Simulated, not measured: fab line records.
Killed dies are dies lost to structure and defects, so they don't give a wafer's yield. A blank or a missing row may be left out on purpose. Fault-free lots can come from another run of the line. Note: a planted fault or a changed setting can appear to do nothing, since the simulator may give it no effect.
fab line records    flow n5-finfet
record: lots: 5  wafers: 15  last-day: 18
route steps=1938 shown BEOL_M7@1269 PASSIVATION@1936
lots that met no fault: taken from a fault-free run of the same line
start-h: the number of hours between the record's first day and the start of the first shown wafer of the lot    wait-h: hours from the lot's prior step to this one    " the same as in the row above    L1.1+2: a row that stands for several wafers    - no value, or no start was given    * or withheld: withheld    < > ~ a bound
route shown NAME@n: names a module that has steps shown in the file, with the first one's number in the route    usual: the fault-free wafers' mean and standard deviation    same: alike in all rows    chamber/n: place in a boat    sites: each site's reading    _std_site: standard deviation across them    _edge_site: mean of outer sites minus mean of inner sites    radius-mm: for every site, how far away it sits from the centre of the wafer    mask NAME#n: copy n    behind: the tool/chamber that last shaped the wafer    hold: the reason the lot was held/the length of the hold in hours/how it ended    device: the transistor (n, p or np) that didn't switch    end of line: tests run on the same wafers once the route is complete    a step with no rows: only its recipe    killed: dies that structure and defects cost at the first sort, which is not the same as the wafer's yield    map: shows each die of a wafer: x if killed, . if not, _ if none is there
set.NAME: the setting that was run; set.NAME@STEP: the one run at that earlier step    model.NAME: the simulator's own value behind a step, which no gauge read
lots at selected steps of the route; one table per step, one row per wafer
services: from which hour (start-h, from the record's first day; less than 0 if before it) a tool's chamber was out of use, for how many hours, and why
== steps ==
step: N5_BEOL_M7_COAT_60
recipe: resist: SiARC  temp-c: 220  time-s: 60  spin-rpm: 1500  resist-thk-nm: 35
step: N5_BEOL_M7_COAT_05
recipe: resist: CAR-ArF  spin-rpm: 1500  resist-thk-nm: 90
step: N5_BEOL_M7_EBR_07
recipe: solvent: PGMEA  ebr-width-mm: 1.5
step: N5_BEOL_M7_SOFTBAKE_06
recipe: temp-c: 110  time-s: 60  resist: CAR-ArF
step: N5_BEOL_M7_EXPOSE_08
recipe: mask-id: M7  na: 1.35  source-shape: dipole  sigma-inner: 0.817  sigma-outer: 0.97  polarization: te  dose-mj: 68.25
step: N5_BEOL_M7_PEB_09
recipe: peb-temp-c: withheld  peb-time-s: 60  resist: CAR-ArF
step: N5_BEOL_M7_DEVELOP_10
recipe: develop-time-s: 30  developer: TMAH  resist: CAR-ArF  rinse-liquid: diw  dry: air-spin  dev-temp-c: 23
step: N5_BEOL_M7_CD_MEAS_11
recipe: target-cd-nm: 38.5  landing-energy-ev: 500  detector: se-inlens  polarity: opening
usual: cd-nm: 38.4/0.65
lot.wafer  tool       chamber  start-h  wait-h  cd-nm
L971.3     cd-sem-01  0        235.09   -       38.6
L971.4     "          0        "        "       39.3
L971.6     "          0        "        "       38.7
L977.2     cd-sem-01  0        266.41   -       38.3
L977.3     "          0        "        "       38.3
L977.6     "          0        "        "       37.4
L975.3     cd-sem-02  0        266.58   -       38.7
L975.4     "          0        "        "       37.9
L975.6     "          0        "        "       39.2
L979.2     cd-sem-03  0        295.76   -       39.5
L979.3     "          0        "        "       39.4
L979.4     "          0        "        "       39.0
L986.2     cd-sem-03  0        342.27   -       38.7
L986.3     "          0        "        "       38.2
L986.6     "          0        "        "       38.0
step: N5_BEOL_M7_OVL_MEAS_12
recipe: points-per-wafer: 44
usual: M7_OVL: 0.1/0.65
lot.wafer  tool        chamber  start-h  wait-h  M7_OVL[nm]
L971.3     overlay-01  0        235.12   0.0     0.0
L971.4     "           0        "        "       -1.2
L971.6     "           0        "        "       -1.5
L977.2     overlay-01  0        266.44   0.0     -0.3
L977.3     "           0        "        "       -0.2
L977.6     "           0        "        "       0.8
L975.3     overlay-02  0        266.61   0.0     0.1
L975.4     "           0        "        "       0.9
L975.6     "           0        "        "       -0.4
L979.2     overlay-01  0        295.78   0.0     0.2
L979.3     "           0        "        "       0.5
L979.4     "           0        "        "       -0.2
L986.2     overlay-01  0        342.30   0.0     -0.5
L986.3     "           0        "        "       0.9
L986.6     "           0        "        "       0.1
step: N5_BEOL_M7_INSPECT_13
recipe: mode: adi  inspect-instrument: brightfield
usual: raw-defect-count: 396/95
lot.wafer  tool               chamber  start-h  wait-h  raw-defect-count
L971.3     defect-inspect-02  -        235.14   0.0     438
L971.4     "                  -        "        "       340
L971.6     "                  -        "        "       406
L977.2     defect-inspect-02  -        266.47   0.0     359
L977.3     "                  -        "        "       483
L977.6     "                  -        "        "       426
L975.3     defect-inspect-01  -        266.63   0.0     366
L975.4     "                  -        "        "       421
L975.6     "                  -        "        "       450
L979.2     defect-inspect-02  -        295.81   0.0     308
L979.3     "                  -        "        "       323
L979.4     "                  -        "        "       213
L986.2     defect-inspect-02  -        342.33   0.0     374
L986.3     "                  -        "        "       397
L986.6     "                  -        "        "       405
step: N5_BEOL_M7_DESCUM_16
recipe: chemistry: O2  time-s: 7.9  source-power-w: 50  bias-power-w: 20  pressure-mtorr: 20  rf-frequency-hz: 2.712e+07  temp-c: 40  resist: CAR-ArF  o2-flow-sccm: 225
usual: bias-power-w: 20.01/0.062  drypump-motor-current-A: 5.7/0.5  o2-flow-sccm: 225.0/0.67  oes-product-au: 0.78/0.1  rf-vpp-V: 243.2/1.4  showerhead-plenum-p-Torr: 2.09/0.073  throttle-valve-pct: 20.50/0.29
lot.wafer  tool         chamber  start-h  wait-h  bias-power-w  drypump-motor-current-A  o2-flow-sccm  oes-product-au  rf-hours-counter-h  rf-vpp-V  showerhead-plenum-p-Torr  throttle-valve-pct
L971.3     rie-diel-03  0        235.17   0.0     20.00         5.6                      226.1         0.72            237                 245.4     2.14                      20.82
L971.4     "            1        "        "       19.97         5.7                      226.0         0.74            200                 241.4     2.01                      20.85
L971.6     "            1        "        "       20.03         5.7                      224.2         0.74            -                   242.9     2.01                      20.85
L977.2     rie-diel-01  3        266.55   0.1     20.04         6.6                      224.4         0.72            198                 244.8     2.17                      20.75
L977.3     "            1        "        "       20.10         6.6                      226.2         0.66            256                 241.5     1.96                      20.12
L977.6     "            1        "        "       20.17         6.6                      226.1         0.66            -                   241.1     1.96                      20.12
L975.3     rie-diel-02  3        266.82   0.2     20.10         5.5                      225.7         0.85            69                  245.6     2.24                      20.43
L975.4     "            2        "        "       20.01         5.6                      225.0         0.71            241                 242.1     1.99                      20.54
L975.6     "            0        "        "       20.00         5.2                      223.5         0.83            -                   243.1     2.06                      20.61
L979.2     rie-diel-03  3        295.94   0.1     20.09         5.1                      223.9         0.71            236                 243.8     2.06                      20.63
L979.3     "            1        "        "       19.92         5.7                      225.7         0.73            220                 242.8     2.01                      20.88
L979.4     "            0        "        "       20.12         5.6                      224.5         1.00            3                   244.9     2.13                      20.36
L986.2     rie-diel-02  1        342.36   0.0     20.00         6.2                      224.6         0.69            238                 242.3     2.05                      20.30
L986.3     "            0        "        "       20.01         5.2                      226.0         0.79            83                  240.6     2.05                      20.66
L986.6     "            2        "        "       20.07         5.6                      225.6         0.96            -                   246.1     2.25                      20.10
step: N5_BEOL_M7_ETCH_61
recipe: chemistry: CF4  target: SiARC  target-depth-a: 455  mask-material: CAR-ArF  time-s: 75.8  ion-energy-ev: 80  pressure-mtorr: 40  source-w: 545  bias-w: 36  Ar_flow_sccm: 100  cf4-flow-sccm: 100  ends: cleared
usual: drypump-motor-current-A: 5.7/0.5  etch-rf-on-time-s: 74.8/1.9  oes-product-au: 0.67/0.087  rf-vpp-V: 184.0/1.2  showerhead-plenum-p-Torr: 2.14/0.07  throttle-valve-pct: 15.68/0.24
lot.wafer  tool         chamber  start-h  wait-h  drypump-motor-current-A  etch-rf-on-time-s  oes-product-au  rf-hours-counter-h  rf-vpp-V  showerhead-plenum-p-Torr  throttle-valve-pct
L971.3     rie-diel-03  0        235.21   0.0     5.6                      74.1               0.61            237                 184.5     2.19                      16.08
L971.4     "            1        "        "       5.7                      73.4               0.64            200                 182.2     2.04                      15.83
L971.6     "            1        "        "       5.7                      73.8               0.64            -                   183.2     2.04                      15.83
L977.2     rie-diel-01  3        266.59   0.0     6.6                      75.5               0.60            198                 185.8     2.21                      15.88
L977.3     "            1        "        "       6.6                      74.6               0.58            256                 182.1     2.04                      15.55
L977.6     "            1        "        "       6.6                      74.4               0.58            -                   182.0     2.04                      15.54
L975.3     rie-diel-02  3        266.85   0.0     5.5                      76.2               0.72            69                  184.0     2.24                      15.31
L975.4     "            2        "        "       5.6                      74.7               0.60            241                 182.6     2.02                      15.70
L975.6     "            0        "        "       5.2                      79.8               0.69            -                   183.2     2.10                      15.55
L979.2     rie-diel-03  3        295.98   0.0     5.1                      73.0               0.61            236                 182.7     2.10                      15.86
L979.3     "            1        "        "       5.8                      74.2               0.62            220                 182.1     2.03                      15.87
L979.4     "            0        "        "       5.6                      71.8               0.87            3                   184.6     2.19                      15.58
L986.2     rie-diel-02  1        342.39   0.0     6.2                      77.3               0.59            238                 183.5     2.11                      15.65
L986.3     "            0        "        "       5.2                      82.0               0.65            83                  182.7     2.09                      15.58
L986.6     "            2        "        "       5.6                      75.8               0.82            -                   185.3     2.27                      15.20
step: N5_BEOL_M7_ETCH_62
recipe: chemistry: N2/H2  target: SOC  target-depth-a: 1100  overetch-a: 220  mask-material: SiARC  temp-c: 40  time-s: 165  ion-energy-ev: 200  pressure-mtorr: 30  source-w: 840  bias-w: 150  n2-flow-sccm: 200  h2-flow-sccm: 200
usual: drypump-motor-current-A: 5.7/0.5  oes-product-au: 0.66/0.084  rf-vpp-V: 523.8/2.6  showerhead-plenum-p-Torr: 2.54/0.084  throttle-valve-pct: 17.9/0.31
lot.wafer  tool         chamber  start-h  wait-h  drypump-motor-current-A  oes-product-au  rf-hours-counter-h  rf-vpp-V  showerhead-plenum-p-Torr  throttle-valve-pct  model.SiARC_of_BEOL_M7_COAT_60.thk-nm
L971.3     rie-diel-03  0        235.26   0.0     5.6                      0.60            237                 525.6     2.61                      18.3                28.2
L971.4     "            1        "        "       5.7                      0.63            200                 521.0     2.44                      18.2                28
L971.6     "            1        "        "       5.7                      0.61            -                   520.6     2.44                      18.2                28.2
L977.2     rie-diel-01  3        266.64   0.0     6.6                      0.60            198                 527.0     2.64                      18.2                27.8
L977.3     "            1        "        "       6.6                      0.58            256                 520.1     2.39                      17.6                28.6
L977.6     "            1        "        "       6.6                      0.57            -                   520.1     2.39                      17.6                28.6
L975.3     rie-diel-02  3        266.91   0.0     5.6                      0.72            69                  525.5     2.65                      17.5                28.6
L975.4     "            2        "        "       5.6                      0.60            241                 521.3     2.40                      17.9                28.2
L975.6     "            0        "        "       5.2                      0.70            -                   522.5     2.48                      17.8                28.6
L979.2     rie-diel-03  3        296.03   0.0     5.0                      0.59            236                 523.2     2.52                      18.2                29.8
L979.3     "            1        "        "       5.7                      0.61            220                 519.6     2.43                      18.3                28.4
L979.4     "            0        "        "       5.7                      0.83            3                   526.3     2.60                      17.8                29.8
L986.2     rie-diel-02  1        342.45   0.0     6.2                      0.59            239                 524.2     2.51                      17.9                28.4
L986.3     "            0        "        "       5.3                      0.67            83                  521.0     2.46                      17.8                28.6
L986.6     "            2        "        "       5.6                      0.82            -                   528.4     2.71                      17.4                28
step: N5_BEOL_M7_STRIP_68
recipe: chemistry: N2/H2  temp-c: 40  n2-flow-sccm: 200  h2-flow-sccm: 200  rf-frequency-hz: 6e+07
step: N5_PASSIVATION_PROBE_49
usual: defect-limited-yield: 91.1/1.5  killed_at_M0_to_M3: 37/11  killed_at_M4_up: 13/5.6  killed-at-contacts: 12/5.6  killed-at-front-end: 39/11  killed-at-other: 4/3.1  killed-dies: 105/18  killed-open: 69/13  killed-short: 35/7.4  sort_bin_5_function: 5.1/0.92  sort_bin_6_memory: 3.4/0.76  sort_bin_8_speed: 0.02/0.11  sort-n-pass: 1075/18  sort-yield-pct: 91.1/1.5
same: gross-dies: 1180  killed-at-back-side: 0  sort_bin_4_leakage[%]: 0
lot.wafer  tool       chamber  start-h  wait-h  defect-limited-yield[%]  killed_at_M0_to_M3  killed_at_M4_up  killed-at-contacts  killed-at-front-end  killed-at-other  killed-dies  killed-open  killed-short  sort_bin_5_function[%]  sort_bin_6_memory[%]  sort_bin_8_speed[%]  sort-n-pass  sort-yield-pct[%]
L979.2     prober-01  -        377.96   0.1     88.0                     36                  44               16                  45                   1                142          82           33            7.6                     4.3                   0                    1038         88.0
L979.4     prober-01  -        378.06   0.2     91.5                     24                  17               13                  45                   1                100          64           34            4.4                     4.0                   0                    1080         91.5
killed by level:class
L979.2 BEOL_M7:area-etch=27 BEOL_M0_SAQP:geometric-particle:open=12 FIN_SAQP:geometric-particle:short=11 MOL_CONTACT_COAG:geometric-particle:open=11 FIN_SAQP:geometric-particle:open=10 BEOL_M3:geometric-particle:open=9 DUMMY_GATE:geometric-particle:open=8 BEOL_M1:geometric-particle:open=7
L979.4 STI_FIN_REVEAL:geometric-particle:open=14 FIN_SAQP:geometric-particle:short=13 MOL_CONTACT_COAG:geometric-particle:open=10 BEOL_M1:geometric-particle:open=9 BEOL_M0_SAQP:geometric-particle:open=5 GATE_CUT:geometric-particle:short=4 BEOL_M0_SAQP:geometric-particle:short=4 BEOL_M2:geometric-particle:open=3
== services ==
tool         chamber  start-h  hours  kind
rie-diel-01  3        218.89   5.0    repair
rie-diel-02  0        225.17   5.2    repair
rie-diel-01  2        237.75   12.4   repair
rie-diel-03  2        244.14   -      clean
rie-diel-03  2        244.14   -      consumable-replace:focus-ring
rie-diel-03  2        244.14   16.8   scheduled-down
rie-diel-03  2        244.14   16.8   vent-cycle
rie-diel-01  2        250.55   -      clean
rie-diel-01  2        250.55   -      consumable-replace:focus-ring
rie-diel-01  2        250.55   18.5   scheduled-down
rie-diel-01  2        250.55   18.5   vent-cycle
rie-diel-01  1        269.04   -      clean
rie-diel-03  0        270.19   -      clean
rie-diel-03  0        270.19   -      consumable-replace:focus-ring
rie-diel-03  0        270.19   14.2   scheduled-down
rie-diel-03  0        270.19   14.2   vent-cycle
rie-diel-02  2        301.04   12.7   repair
rie-diel-02  2        313.75   -      clean
rie-diel-02  2        313.75   -      consumable-replace:focus-ring
rie-diel-02  2        313.75   -      consumable-replace:showerhead
rie-diel-02  2        313.75   21.5   scheduled-down
rie-diel-02  2        313.75   21.5   vent-cycle
rie-diel-01  1        326.94   2.6    repair
rie-diel-02  1        334.58   3.1    repair
== key ==
first-sign none at tools or gauges
model-effect: step: N5_BEOL_M7_ETCH_62  value: SiARC_of_BEOL_M7_COAT_60.thk-nm  without: 28.1  struck: 29.8
met-at N5_BEOL_M7_ETCH_62
struck-wafers L979.2,L979.4
onset-between 235.26 296.03
fault: kind: process-parameter-drift  tool: rie-diel-03  chamber: -  onset-h: 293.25  steps: N5_BEOL_M7_ETCH_62  channel: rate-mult  offset: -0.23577  shape: step  end-h: 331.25  scope: struck-wafers-only
